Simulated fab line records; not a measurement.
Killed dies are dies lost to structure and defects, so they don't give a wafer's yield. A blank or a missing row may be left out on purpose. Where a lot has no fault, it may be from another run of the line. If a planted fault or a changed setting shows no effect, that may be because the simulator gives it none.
fab line records	flow n5_finfet
record: lots: 24	wafers: 72	last_day: 20
route steps=1938 shown BEOL_M11@1557 BEOL_M12@1637 BEOL_M13@1660
lots untouched by any fault: they come from a run of this same line in which no faults occurred
start_h: start of the lot's first displayed wafer, in hours after the record's first day	wait_h: hours from the lot's prior step to this one	" as in the row above	L1.1+2: several wafers, shown together as one row	- no value present, or no start provided	* or withheld: withheld	< > ~ a bound
route shown NAME@n: NAME is a module with steps in the file, n the number in the route of the first one	usual: mean/standard deviation taken from wafers without a fault	same: alike in all rows	chamber/n: place in a boat	sites: each site's reading	_std_site: standard deviation of those values	_edge_site: the outer-site mean with the inner-site mean subtracted	radius_mm: for every site, how far away it sits from the centre of the wafer	mask NAME#n: copy n	behind: the most recent tool/chamber to have shaped the wafer	hold: reason for holding the lot/hours on hold/outcome of the hold	device: names the non-switching transistor (n, p or np)	end of line: tests run on the same wafers once the route is complete	step lacking rows: just its recipe	killed: count of dies lost to structure and defects at first sort (not the wafer's yield)	map: shows each die of a wafer: x if killed, . if not, _ if none is there
set.NAME: the setting that was run; set.NAME@STEP: the one run at that earlier step	model.NAME: the simulator's own value behind a step, which no gauge read
route steps across a sampled set of lots; one table per step, one row per wafer
services: from which hour (start_h, from the record's first day; less than 0 if before it) a tool's chamber was out of use, for how many hours, and why
== steps ==
step: N5_BEOL_M11_HM_OPEN_17
recipe: chemistry: Cl2/BCl3	target_depth_a: 200	overetch_a: 60	target: TiN	mask_material: SOC	ion_energy_ev: 150	pressure_mtorr: 10	icp_w: 1000	bias_w: 126	Cl2_flow_sccm: 53.25	bcl3_flow_sccm: 21.75	Ar_flow_sccm: 25
usual: drypump_motor_current_A: 5.5/0.33	mfc_ar_sccm: 25.00/0.074	mfc_cl2_sccm: 53.24/0.16	oes_product_au: 0.66/0.081	throttle_valve_pct: 22.16/0.22
lot.wafer	tool	chamber	start_h	wait_h	drypump_motor_current_A	mfc_ar_sccm	mfc_cl2_sccm	oes_product_au	rf_hours_counter_h	throttle_valve_pct
L075.2	rie_metal-01	1	243.96	0.1	5.2	25.07	53.24	0.59	-	22.48
L075.4	"	1	"	"	5.2	24.92	53.37	0.58	-	22.48
L075.6	"	1	"	"	5.2	25.04	53.48	0.58	-	22.48
L074.4	rie_metal-02	0	244.12	0.1	5.2	24.99	53.21	0.70	-	21.93
L074.5	"	0	"	"	5.1	25.05	52.98	0.69	-	21.93
L074.6	"	1	"	"	5.5	25.11	53.39	0.57	-	21.94
L076.1	rie_metal-01	1	253.86	0.0	5.2	25.07	53.60	0.59	76	22.46
L076.2	"	1	"	"	5.2	25.04	53.37	0.58	-	22.48
L076.5	"	1	"	"	5.2	24.95	53.55	0.59	-	22.47
L079.1	rie_metal-03	1	258.82	0.0	5.5	24.92	52.99	0.74	10	22.07
L079.2	"	0	"	"	6.0	25.05	53.42	0.60	69	22.35
L079.6	"	1	"	"	5.5	25.05	53.14	0.75	-	22.07
L077.1	rie_metal-03	0	274.37	0.0	5.9	24.88	53.29	0.60	71	22.35
L077.3	"	0	"	"	6.0	24.92	53.35	0.60	-	22.34
L077.5	"	0	"	"	6.0	24.99	53.42	0.60	-	22.37
L078.2	rie_metal-03	1	277.16	0.0	5.5	25.05	53.13	0.74	11	22.05
L078.4	"	1	"	"	5.5	24.94	53.26	0.74	-	22.08
L078.5	"	1	"	"	5.5	25.14	53.19	0.75	-	22.06
L081.3	rie_metal-02	0	287.33	0.1	5.1	24.95	53.27	0.69	-	21.93
L081.4	"	1	"	"	5.5	24.94	52.89	0.57	-	21.92
L081.5	"	1	"	"	5.5	24.93	53.20	0.57	-	21.93
L080.1	rie_metal-03	0	291.48	0.0	6.0	24.91	53.28	0.60	72	22.35
L080.3	"	1	"	"	5.5	25.02	53.26	0.74	-	22.07
L080.6	"	0	"	"	6.0	24.98	53.41	0.60	-	22.35
L082.2	rie_metal-03	0	296.11	0.0	6.0	24.96	53.31	0.60	72	22.34
L082.3	"	0	"	"	6.0	24.94	53.17	0.61	-	22.33
L082.5	"	1	"	"	5.5	25.12	53.31	0.74	-	22.05
L083.1	rie_metal-02	1	296.36	0.0	5.5	25.02	53.04	0.57	97	21.95
L083.5	"	1	"	"	5.6	24.99	52.89	0.57	-	21.95
L083.6	"	0	"	"	5.1	24.94	53.23	0.69	-	21.93
L084.1	rie_metal-03	1	301.13	0.0	5.5	25.04	53.22	0.74	13	22.06
L084.3	"	1	"	"	5.5	25.02	53.12	0.74	-	22.06
L084.6	"	0	"	"	6.0	25.04	53.02	0.60	-	22.35
L085.1	rie_metal-01	0	303.46	0.0	6.0	25.06	53.27	0.80	4	22.30
L085.2	"	0	"	"	6.0	25.03	53.33	0.81	-	22.28
L085.6	"	0	"	"	6.0	24.94	53.05	0.80	-	22.31
L086.3	rie_metal-02	1	321.14	0.1	5.5	24.97	53.15	0.57	-	21.94
L086.4	"	0	"	"	5.2	25.09	53.13	0.69	-	21.92
L086.5	"	1	"	"	5.5	24.99	53.05	0.57	-	21.93
L087.3	rie_metal-01	0	328.01	0.1	6.0	24.93	53.35	0.79	-	22.30
L087.5	"	0	"	"	6.0	24.98	53.33	0.79	-	22.28
L087.6	"	1	"	"	5.2	25.09	53.53	0.58	-	22.48
L090.2	rie_metal-01	0	332.97	0.0	6.0	25.12	53.15	0.79	7	22.30
L090.3	"	1	"	"	5.2	24.92	53.18	0.58	-	22.50
L090.4	"	0	"	"	6.0	25.10	52.99	0.79	-	22.30
L088.1	rie_metal-02	1	334.73	0.0	5.5	24.99	52.89	0.56	101	21.96
L088.2	"	0	"	"	5.2	24.94	53.32	0.68	34	21.95
L088.5	"	1	"	"	5.5	24.92	53.20	0.57	-	21.95
L089.1	rie_metal-03	0	334.96	0.0	6.0	25.03	53.43	0.59	76	22.35
L089.3	"	0	"	"	6.0	24.94	53.55	0.59	-	22.35
L089.4	"	1	"	"	5.5	24.79	53.01	0.72	-	22.08
L092.2	rie_metal-03	0	339.29	0.0	6.0	25.01	53.48	0.59	76	22.37
L092.5	"	1	"	"	5.5	25.06	53.06	0.73	-	22.07
L092.6	"	0	"	"	6.0	24.97	53.52	0.58	-	22.37
L091.3	rie_metal-02	0	347.43	0.1	5.2	25.01	53.29	0.68	-	21.93
L091.5	"	0	"	"	5.1	24.95	53.26	0.69	-	21.94
L091.6	"	1	"	"	5.6	24.96	53.35	0.56	-	21.94
L093.1	rie_metal-01	0	355.38	0.0	6.0	25.03	53.03	0.77	9	22.32
L093.4	"	0	"	"	6.0	25.14	52.81	0.78	-	22.30
L093.5	"	0	"	"	6.0	25.00	53.11	0.77	-	22.31
L095.2	rie_metal-02	1	363.19	0.0	5.5	24.92	53.49	0.56	104	21.94
L095.3	"	0	"	"	5.1	25.11	53.24	0.68	-	21.91
L095.5	"	0	"	"	5.1	25.02	53.38	0.69	-	21.94
L094.1	rie_metal-01	0	363.80	0.0	6.0	25.07	53.32	0.77	10	22.30
L094.5	"	0	"	"	6.0	25.09	53.53	0.78	-	22.31
L094.6	"	1	"	"	5.2	24.94	53.42	0.58	-	22.48
L096.1	rie_metal-02	0	389.98	0.0	5.2	25.04	53.48	0.67	40	21.93
L096.3	"	0	"	"	5.1	25.03	53.25	0.66	-	21.94
L096.5	"	0	"	"	5.1	24.97	53.27	0.67	-	21.96
L097.1	rie_metal-02	0	422.82	0.0	5.1	25.12	53.00	0.67	44	21.96
L097.2	"	1	"	"	5.6	25.01	53.36	0.81	1	21.70
L097.3	"	1	"	"	5.5	25.12	53.15	0.82	-	21.70
step: N5_BEOL_M11_PRE_CLEAN_45
recipe: gas: H2/He	time_s: 30	temp_c: 250
usual: heater_power_w: 345/37
lot.wafer	tool	chamber	start_h	wait_h	heater_power_w
L074.4	pvd_sputter-02	-	247.79	0.0	327
L074.5	"	-	"	"	331
L074.6	"	-	"	"	272
L075.2	pvd_sputter-01	-	248.41	0.0	347
L075.4	"	-	"	"	344
L075.6	"	-	"	"	383
L076.1	pvd_sputter-01	-	256.22	0.0	369
L076.2	"	-	"	"	354
L076.5	"	-	"	"	389
L079.1	pvd_sputter-01	-	262.45	0.0	381
L079.2	"	-	"	"	347
L079.6	"	-	"	"	337
L077.1	pvd_sputter-02	-	276.45	0.0	332
L077.3	"	-	"	"	312
L077.5	"	-	"	"	322
L078.2	pvd_sputter-03	-	282.82	0.0	309
L078.4	"	-	"	"	324
L078.5	"	-	"	"	332
L081.3	pvd_sputter-02	-	290.95	0.0	315
L081.4	"	-	"	"	401
L081.5	"	-	"	"	329
L080.1	pvd_sputter-03	-	295.63	0.0	319
L080.3	"	-	"	"	324
L080.6	"	-	"	"	379
L082.2	pvd_sputter-02	-	299.74	0.0	380
L082.3	"	-	"	"	348
L082.5	"	-	"	"	314
L083.1	pvd_sputter-02	-	300.38	0.0	315
L083.5	"	-	"	"	402
L083.6	"	-	"	"	274
L084.1	pvd_sputter-01	-	303.30	0.0	378
L084.3	"	-	"	"	344
L084.6	"	-	"	"	339
L085.1	pvd_sputter-01	-	305.62	0.0	339
L085.2	"	-	"	"	381
L085.6	"	-	"	"	347
L086.3	pvd_sputter-01	-	323.30	0.0	386
L086.4	"	-	"	"	341
L086.5	"	-	"	"	384
L087.3	pvd_sputter-02	-	331.25	0.0	314
L087.5	"	-	"	"	267
L087.6	"	-	"	"	317
L090.2	pvd_sputter-01	-	334.83	0.0	381
L090.3	"	-	"	"	345
L090.4	"	-	"	"	341
L088.1	pvd_sputter-02	-	339.00	0.0	385
L088.2	"	-	"	"	274
L088.5	"	-	"	"	403
L089.1	pvd_sputter-02	-	339.20	0.0	404
L089.3	"	-	"	"	270
L089.4	"	-	"	"	279
L092.2	pvd_sputter-02	-	346.43	0.0	397
L092.5	"	-	"	"	326
L092.6	"	-	"	"	273
L091.3	pvd_sputter-01	-	351.95	0.0	349
L091.5	"	-	"	"	383
L091.6	"	-	"	"	341
L093.1	pvd_sputter-03	-	358.45	0.0	315
L093.4	"	-	"	"	320
L093.5	"	-	"	"	325
L095.2	pvd_sputter-01	-	366.39	0.0	345
L095.3	"	-	"	"	345
L095.5	"	-	"	"	345
L094.1	pvd_sputter-01	-	366.47	0.0	356
L094.5	"	-	"	"	342
L094.6	"	-	"	"	351
L096.1	pvd_sputter-03	-	392.33	0.0	323
L096.3	"	-	"	"	376
L096.5	"	-	"	"	389
L097.1	pvd_sputter-01	-	426.89	0.0	347
L097.2	"	-	"	"	379
L097.3	"	-	"	"	346
step: N5_BEOL_M11_SPUTTER_48
recipe: material: Cu	target_thk_a: 120	temp_c: -20	bias_v: 60	power_w: 26000	chamber_pressure_pa: 0.13	time_s: 2
usual: chuck_gas_flow_sccm: 1.25/0.052	throttle_valve_pct: 30.3/1.1
lot.wafer	tool	chamber	start_h	wait_h	chuck_gas_flow_sccm	throttle_valve_pct
L074.4	pvd_sputter-03	-	248.34	0.0	1.19	30.3
L074.5	"	-	"	"	1.28	30.9
L074.6	"	-	"	"	1.33	31.6
L075.2	pvd_sputter-01	-	250.49	0.1	1.25	31.8
L075.4	"	-	"	"	1.34	29.4
L075.6	"	-	"	"	1.28	30.8
L076.1	pvd_sputter-02	-	258.18	0.2	1.24	29.5
L076.2	"	-	"	"	1.29	30.1
L076.5	"	-	"	"	1.15	29.8
L079.1	pvd_sputter-01	-	263.51	0.1	1.26	29.4
L079.2	"	-	"	"	1.27	31.2
L079.6	"	-	"	"	1.22	29.3
L077.1	pvd_sputter-03	-	277.22	0.1	1.25	29.2
L077.3	"	-	"	"	1.27	31.0
L077.5	"	-	"	"	1.26	31.0
L078.2	pvd_sputter-01	-	283.45	0.1	1.35	31.8
L078.4	"	-	"	"	1.25	30.9
L078.5	"	-	"	"	1.13	31.4
L081.3	pvd_sputter-01	-	291.53	0.1	1.25	31.2
L081.4	"	-	"	"	1.28	31.3
L081.5	"	-	"	"	1.27	30.9
L080.1	pvd_sputter-03	-	296.79	0.3	1.22	31.1
L080.3	"	-	"	"	1.18	31.4
L080.6	"	-	"	"	1.27	30.9
L082.2	pvd_sputter-02	-	300.50	0.1	1.34	28.1
L082.3	"	-	"	"	1.17	30.1
L082.5	"	-	"	"	1.27	29.4
L083.1	pvd_sputter-03	-	301.40	0.2	1.25	29.5
L083.5	"	-	"	"	1.18	31.5
L083.6	"	-	"	"	1.25	29.6
L084.1	pvd_sputter-03	-	303.96	0.1	1.21	31.6
L084.3	"	-	"	"	1.31	29.5
L084.6	"	-	"	"	1.14	31.4
L085.1	pvd_sputter-01	-	306.30	0.2	1.30	29.4
L085.2	"	-	"	"	1.32	31.6
L085.6	"	-	"	"	1.29	31.3
L086.3	pvd_sputter-02	-	325.44	1.3	1.25	28.1
L086.4	"	-	"	"	1.26	29.8
L086.5	"	-	"	"	1.22	28.0
L087.3	pvd_sputter-01	-	331.89	0.2	1.26	31.6
L087.5	"	-	"	"	1.30	31.4
L087.6	"	-	"	"	1.29	31.2
L090.2	pvd_sputter-02	-	335.45	0.1	1.25	29.3
L090.3	"	-	"	"	1.32	29.9
L090.4	"	-	"	"	1.15	29.4
L088.1	pvd_sputter-01	-	339.62	0.2	1.24	31.1
L088.2	"	-	"	"	1.27	31.2
L088.5	"	-	"	"	1.27	31.6
L089.1	pvd_sputter-02	-	339.92	0.2	1.31	29.5
L089.3	"	-	"	"	1.23	29.3
L089.4	"	-	"	"	1.27	28.4
L092.2	pvd_sputter-02	-	347.03	0.1	1.22	29.6
L092.5	"	-	"	"	1.29	29.9
L092.6	"	-	"	"	1.36	28.4
L091.3	pvd_sputter-01	-	352.71	0.2	1.27	31.8
L091.5	"	-	"	"	1.29	30.8
L091.6	"	-	"	"	1.32	31.3
L093.1	pvd_sputter-03	-	359.09	0.1	1.27	29.3
L093.4	"	-	"	"	1.18	31.4
L093.5	"	-	"	"	1.22	31.3
L095.2	pvd_sputter-03	-	367.02	0.1	1.35	29.3
L095.3	"	-	"	"	1.21	31.0
L095.5	"	-	"	"	1.20	31.1
L094.1	pvd_sputter-01	-	367.19	0.2	1.30	31.4
L094.5	"	-	"	"	1.27	31.6
L094.6	"	-	"	"	1.34	31.3
L096.1	pvd_sputter-03	-	392.89	0.1	1.23	29.6
L096.3	"	-	"	"	1.29	31.0
L096.5	"	-	"	"	1.26	31.1
L097.1	pvd_sputter-02	-	428.41	0.7	1.24	30.1
L097.2	"	-	"	"	1.26	29.5
L097.3	"	-	"	"	1.25	28.6
step: N5_BEOL_M12_ETCH_68
recipe: chemistry: N2/H2	target: SOC	mask_material: SiARC	source_w: 3000	bias_w: 350	temp_c: 40	time_s: 285	ion_energy_ev: 200	pressure_mtorr: 30	n2_flow_sccm: 200	h2_flow_sccm: 200
usual: drypump_motor_current_A: 5.8/0.41	n2_flow_sccm: 199.9/0.58	oes_product_au: 0.80/0.083	rf_vpp_V: 524.6/2.7	showerhead_plenum_p_Torr: 2.57/0.099	throttle_valve_pct: 17.70/0.16
lot.wafer	tool	chamber	start_h	wait_h	drypump_motor_current_A	n2_flow_sccm	oes_product_au	rf_hours_counter_h	rf_vpp_V	showerhead_plenum_p_Torr	throttle_valve_pct
L074.4	rie_diel-04	3	251.38	0.1	5.8	199.0	0.71	193	524.2	2.53	17.88
L074.5	"	2	"	"	5.8	199.5	0.80	-	521.0	2.46	17.49
L074.6	"	1	"	"	6.4	199.1	0.70	-	524.9	2.60	17.92
L075.2	rie_diel-04	3	253.25	0.1	5.8	199.2	0.72	194	523.1	2.53	17.87
L075.4	"	0	"	"	5.7	199.9	0.88	53	527.9	2.70	17.69
L075.6	"	1	"	"	6.4	199.0	0.71	-	526.1	2.60	17.90
L076.1	rie_diel-04	0	261.57	0.1	5.7	199.2	0.86	56	527.9	2.70	17.69
L076.2	"	2	"	"	5.8	200.0	0.80	103	522.4	2.46	17.48
L076.5	"	2	"	"	5.8	200.2	0.79	-	519.5	2.46	17.49
L079.1	rie_diel-04	0	267.34	0.1	5.7	200.2	0.87	58	528.4	2.70	17.70
L079.2	"	3	"	"	5.8	199.7	0.71	199	523.0	2.53	17.87
L079.6	"	2	"	"	5.8	199.3	0.79	-	521.1	2.46	17.49
L077.1	rie_diel-01	3	280.46	0.1	4.9	201.1	0.81	87	528.3	2.69	17.61
L077.3	"	0	"	"	4.9	200.7	0.70	226	522.5	2.49	17.83
L077.5	"	2	"	"	6.4	200.1	0.84	-	528.7	2.70	17.80
L078.2	rie_diel-04	3	287.67	0.1	5.8	200.4	0.71	206	523.9	2.53	17.90
L078.4	"	1	"	"	6.4	199.1	0.68	248	526.5	2.60	17.93
L078.5	"	1	"	"	6.4	199.5	0.68	-	526.7	2.60	17.94
L081.3	rie_diel-04	1	294.81	0.1	6.4	199.3	0.69	251	525.4	2.60	17.93
L081.4	"	0	"	"	5.7	199.2	0.85	68	527.5	2.70	17.70
L081.5	"	0	"	"	5.7	198.6	0.86	-	528.2	2.70	17.71
L080.1	rie_diel-01	0	299.76	0.1	4.9	200.3	0.71	231	522.6	2.49	17.83
L080.3	"	1	"	"	5.3	200.0	0.90	22	522.9	2.49	17.60
L080.6	"	1	"	"	5.3	200.8	0.91	-	521.8	2.49	17.61
L082.2	rie_diel-02	2	303.33	0.1	5.9	200.0	0.96	11	528.3	2.71	17.80
L082.3	"	3	"	"	5.7	199.8	0.90	25	524.6	2.61	17.42
L082.5	"	2	"	"	5.9	201.0	0.95	-	528.1	2.71	17.78
L083.1	rie_diel-04	1	304.54	0.1	6.4	199.5	0.68	255	524.6	2.59	17.95
L083.5	"	2	"	"	5.8	200.1	0.78	-	520.1	2.45	17.51
L083.6	"	3	"	"	5.8	199.7	0.70	-	523.7	2.52	17.91
L084.1	rie_diel-01	2	306.96	0.1	6.4	200.7	0.82	87	528.1	2.69	17.82
L084.3	"	3	"	"	4.9	199.8	0.80	95	527.2	2.68	17.64
L084.6	"	2	"	"	6.4	200.3	0.83	-	527.7	2.69	17.81
L085.1	rie_diel-04	0	309.05	0.1	5.7	200.1	0.85	73	527.3	2.69	17.73
L085.2	"	3	"	"	5.8	198.9	0.70	214	523.8	2.52	17.92
L085.6	"	0	"	"	5.7	200.8	0.85	-	528.1	2.69	17.71
L086.3	rie_diel-01	2	328.37	0.1	6.4	199.5	0.80	95	527.7	2.69	17.81
L086.4	"	3	"	"	4.9	199.2	0.80	103	527.0	2.68	17.65
L086.5	"	3	"	"	4.9	199.4	0.80	-	527.2	2.68	17.64
L087.3	rie_diel-02	0	334.87	0.1	5.3	200.4	0.69	249	521.8	2.49	17.72
L087.5	"	1	"	"	5.7	199.1	0.73	-	518.7	2.42	17.79
L087.6	"	2	"	"	5.9	199.5	0.92	-	528.8	2.71	17.81
L090.2	rie_diel-01	3	338.68	0.1	4.9	199.4	0.80	108	526.8	2.68	17.65
L090.3	"	0	"	"	4.9	200.5	0.70	245	522.5	2.48	17.87
L090.4	"	1	"	"	5.3	200.3	0.88	37	521.5	2.48	17.62
L088.1	rie_diel-02	2	342.37	0.1	5.9	200.3	0.92	28	528.2	2.71	17.83
L088.2	"	1	"	"	5.7	200.3	0.74	196	521.1	2.42	17.78
L088.5	"	2	"	"	5.9	200.2	0.92	-	528.3	2.71	17.83
L089.1	rie_diel-04	3	342.80	0.1	5.8	199.2	0.69	228	523.8	2.52	17.94
L089.3	"	2	"	"	5.8	200.1	0.77	137	521.5	2.44	17.54
L089.4	"	1	"	"	6.4	200.3	0.97	5	525.9	2.59	17.49
L092.2	rie_diel-04	2	349.81	0.1	5.7	199.3	0.76	139	522.2	2.44	17.55
L092.5	"	2	"	"	5.8	199.8	0.76	-	522.9	2.44	17.54
L092.6	"	0	"	"	5.7	200.3	0.83	-	527.9	2.69	17.75
L091.3	rie_diel-02	2	356.03	0.1	5.9	199.5	0.89	34	527.9	2.70	17.83
L091.5	"	0	"	"	5.3	200.6	0.99	-	522.4	2.49	17.27
L091.6	"	1	"	"	5.7	199.8	0.72	-	521.4	2.42	17.80
L093.1	rie_diel-04	3	362.19	0.1	5.8	199.3	0.69	231	523.7	2.52	17.94
L093.4	"	1	"	"	6.4	200.4	0.93	13	525.4	2.59	17.50
L093.5	"	3	"	"	5.8	199.6	0.68	-	523.2	2.52	17.95
L095.2	rie_diel-04	1	369.89	0.1	6.4	199.5	0.92	16	525.9	2.59	17.52
L095.3	"	3	"	"	5.8	199.6	0.68	234	523.7	2.52	17.95
L095.5	"	2	"	"	5.8	199.9	0.75	-	521.0	2.44	17.59
L094.1	rie_diel-04	0	370.38	0.1	5.7	200.0	0.82	93	528.6	2.69	17.75
L094.5	"	3	"	"	5.8	199.3	0.68	-	522.6	2.52	17.95
L094.6	"	0	"	"	5.7	199.7	0.82	-	527.0	2.69	17.76
L096.1	rie_diel-02	3	396.42	0.1	5.7	200.6	0.84	58	524.1	2.60	17.50
L096.3	"	1	"	"	5.7	199.5	0.72	216	521.0	2.41	17.80
L096.5	"	2	"	"	5.9	200.6	0.87	-	528.4	2.70	17.86
L097.1	rie_diel-04	0	431.28	0.1	5.7	201.4	0.79	114	526.9	2.68	17.81
L097.2	"	1	"	"	6.4	199.6	0.88	36	525.1	2.58	17.55
L097.3	"	2	"	"	5.8	199.9	0.74	166	520.3	2.43	17.61
step: N5_BEOL_M12_RS_MEAS_54
recipe: thk_meas_gauge: four-point-probe	reads: Cu_of_BEOL_M12_ECD_47+Ta_of_BEOL_M12_SPUTTER_44+TaN_of_BEOL_M12_SPUTTER_43
usual: M12_RS: 0.0604/0.0011
lot.wafer	tool	chamber	start_h	wait_h	M12_RS[ohm/sq]
L074.4	film_metro-02	-	257.63	0.0	0.0606
L074.5	"	-	"	"	0.0607
L074.6	"	-	"	"	0.0609
L075.2	film_metro-02	-	258.63	0.0	0.0607
L075.4	"	-	"	"	0.0602
L075.6	"	-	"	"	0.0613
L076.1	film_metro-01	-	264.41	0.0	0.0602
L076.2	"	-	"	"	0.0615
L076.5	"	-	"	"	0.0612
L079.1	film_metro-01	-	271.73	0.0	0.0593
L079.2	"	-	"	"	0.0604
L079.6	"	-	"	"	0.0605
L077.1	film_metro-01	-	283.74	0.0	0.0606
L077.3	"	-	"	"	0.0603
L077.5	"	-	"	"	0.0601
L078.2	film_metro-02	-	294.12	0.0	0.0607
L078.4	"	-	"	"	0.0622
L078.5	"	-	"	"	0.0617
L081.3	film_metro-01	-	296.99	0.0	0.0625
L081.4	"	-	"	"	0.0607
L081.5	"	-	"	"	0.0600
L080.1	film_metro-02	-	302.22	0.0	0.0607
L080.3	"	-	"	"	0.0588
L080.6	"	-	"	"	0.0591
L082.2	film_metro-02	-	307.78	0.0	0.0584
L082.3	"	-	"	"	0.0587
L082.5	"	-	"	"	0.0588
L083.1	film_metro-01	-	308.41	0.0	0.0623
L083.5	"	-	"	"	0.0617
L083.6	"	-	"	"	0.0615
L084.1	film_metro-02	-	314.48	0.0	0.0598
L084.3	"	-	"	"	0.0603
L084.6	"	-	"	"	0.0593
L085.1	film_metro-01	-	315.01	0.0	0.0607
L085.2	"	-	"	"	0.0612
L085.6	"	-	"	"	0.0606
L086.3	film_metro-02	-	331.46	0.0	0.0592
L086.4	"	-	"	"	0.0590
L086.5	"	-	"	"	0.0597
L087.3	film_metro-02	-	336.95	0.0	0.0609
L087.5	"	-	"	"	0.0602
L087.6	"	-	"	"	0.0585
L090.2	film_metro-01	-	340.84	0.0	0.0587
L090.3	"	-	"	"	0.0597
L090.4	"	-	"	"	0.0582
L088.1	film_metro-01	-	346.09	0.0	0.0583
L088.2	"	-	"	"	0.0607
L088.5	"	-	"	"	0.0594
L089.1	film_metro-02	-	346.32	0.0	0.0610
L089.3	"	-	"	"	0.0609
L089.4	"	-	"	"	0.0601
L092.2	film_metro-01	-	354.43	0.0	0.0608
L092.5	"	-	"	"	0.0612
L092.6	"	-	"	"	0.0610
L091.3	film_metro-01	-	362.01	0.0	0.0595
L091.5	"	-	"	"	0.0603
L091.6	"	-	"	"	0.0609
L093.1	film_metro-01	-	364.83	0.0	0.0620
L093.4	"	-	"	"	0.0601
L093.5	"	-	"	"	0.0614
L095.2	film_metro-02	-	376.61	0.1	0.0595
L095.3	"	-	"	"	0.0615
L095.5	"	-	"	"	0.0612
L094.1	film_metro-02	-	377.41	0.1	0.0612
L094.5	"	-	"	"	0.0611
L094.6	"	-	"	"	0.0610
L096.1	film_metro-02	-	398.55	0.1	0.0593
L096.3	"	-	"	"	0.0610
L096.5	"	-	"	"	0.0585
L097.1	film_metro-01	-	438.74	0.1	0.0626
L097.2	"	-	"	"	0.0612
L097.3	"	-	"	"	0.0617
step: N5_BEOL_M13_THK_MEAS_01
recipe: reads: SiOC_of_BEOL_M13_ILD_DEP_00
usual: M13_ILD_THK: 838/12
lot.wafer	tool	chamber	start_h	wait_h	M13_ILD_THK[nm]
L074.4	film_metro-02	-	257.84	0.0	835
L074.5	"	-	"	"	842
L074.6	"	-	"	"	851
L075.2	film_metro-02	-	258.90	0.2	820
L075.4	"	-	"	"	830
L075.6	"	-	"	"	840
L076.1	film_metro-02	-	264.62	0.1	842
L076.2	"	-	"	"	849
L076.5	"	-	"	"	840
L079.1	film_metro-01	-	271.94	0.1	849
L079.2	"	-	"	"	823
L079.6	"	-	"	"	852
L077.1	film_metro-02	-	283.95	0.1	827
L077.3	"	-	"	"	836
L077.5	"	-	"	"	842
L078.2	film_metro-02	-	294.33	0.1	824
L078.4	"	-	"	"	841
L078.5	"	-	"	"	848
L081.3	film_metro-01	-	297.21	0.1	824
L081.4	"	-	"	"	843
L081.5	"	-	"	"	849
L080.1	film_metro-01	-	302.44	0.1	828
L080.3	"	-	"	"	827
L080.6	"	-	"	"	851
L082.2	film_metro-01	-	308.00	0.1	829
L082.3	"	-	"	"	848
L082.5	"	-	"	"	845
L083.1	film_metro-01	-	308.62	0.1	838
L083.5	"	-	"	"	868
L083.6	"	-	"	"	852
L084.1	film_metro-01	-	314.69	0.1	820
L084.3	"	-	"	"	824
L084.6	"	-	"	"	822
L085.1	film_metro-02	-	315.23	0.1	844
L085.2	"	-	"	"	825
L085.6	"	-	"	"	857
L086.3	film_metro-01	-	331.67	0.1	826
L086.4	"	-	"	"	834
L086.5	"	-	"	"	843
L087.3	film_metro-02	-	337.17	0.1	842
L087.5	"	-	"	"	853
L087.6	"	-	"	"	853
L090.2	film_metro-01	-	341.05	0.1	848
L090.3	"	-	"	"	845
L090.4	"	-	"	"	860
L088.1	film_metro-01	-	346.30	0.1	834
L088.2	"	-	"	"	825
L088.5	"	-	"	"	843
L089.1	film_metro-01	-	346.53	0.1	824
L089.3	"	-	"	"	840
L089.4	"	-	"	"	848
L092.2	film_metro-01	-	354.65	0.1	853
L092.5	"	-	"	"	844
L092.6	"	-	"	"	849
L091.3	film_metro-02	-	362.22	0.1	841
L091.5	"	-	"	"	848
L091.6	"	-	"	"	843
L093.1	film_metro-02	-	365.04	0.1	825
L093.4	"	-	"	"	826
L093.5	"	-	"	"	840
L095.2	film_metro-01	-	376.88	0.2	839
L095.3	"	-	"	"	843
L095.5	"	-	"	"	861
L094.1	film_metro-01	-	377.64	0.1	839
L094.5	"	-	"	"	840
L094.6	"	-	"	"	849
L096.1	film_metro-02	-	398.76	0.1	829
L096.3	"	-	"	"	826
L096.5	"	-	"	"	836
L097.1	film_metro-02	-	438.95	0.1	825
L097.2	"	-	"	"	832
L097.3	"	-	"	"	847
== services ==
tool	chamber	start_h	hours	kind
rie_diel-02	3	223.86	-	clean
rie_diel-02	3	223.86	-	consumable_replace:focus_ring
rie_metal-01	0	240.96	-	clean
rie_metal-01	0	240.96	16.8	scheduled_down
rie_metal-01	0	240.96	16.8	vent_cycle
rie_diel-02	2	244.49	-	clean
rie_metal-02	0	294.22	2.1	repair
rie_metal-01	1	296.52	8.2	repair
rie_diel-02	1	300.39	15.4	repair
pvd_sputter-02	-	301.83	7.9	repair
rie_diel-02	3	305.25	2.1	repair
rie_diel-04	1	308.27	2.9	repair
rie_diel-04	0	311.57	9.9	repair
rie_diel-04	3	346.23	10.6	repair
rie_diel-04	-	352.25	0.6	repair
rie_diel-01	0	371.46	2.1	repair
rie_metal-02	1	383.15	-	clean
rie_metal-02	1	383.15	30.5	scheduled_down
rie_metal-02	1	383.15	30.5	vent_cycle
rie_diel-01	0	383.71	77.6	repair
rie_diel-02	0	389.92	9.1	repair
rie_metal-01	-	390.51	2.8	pm
pvd_sputter-02	-	394.40	1.9	repair
pvd_sputter-01	-	397.65	1.0	repair
== key ==
fault none
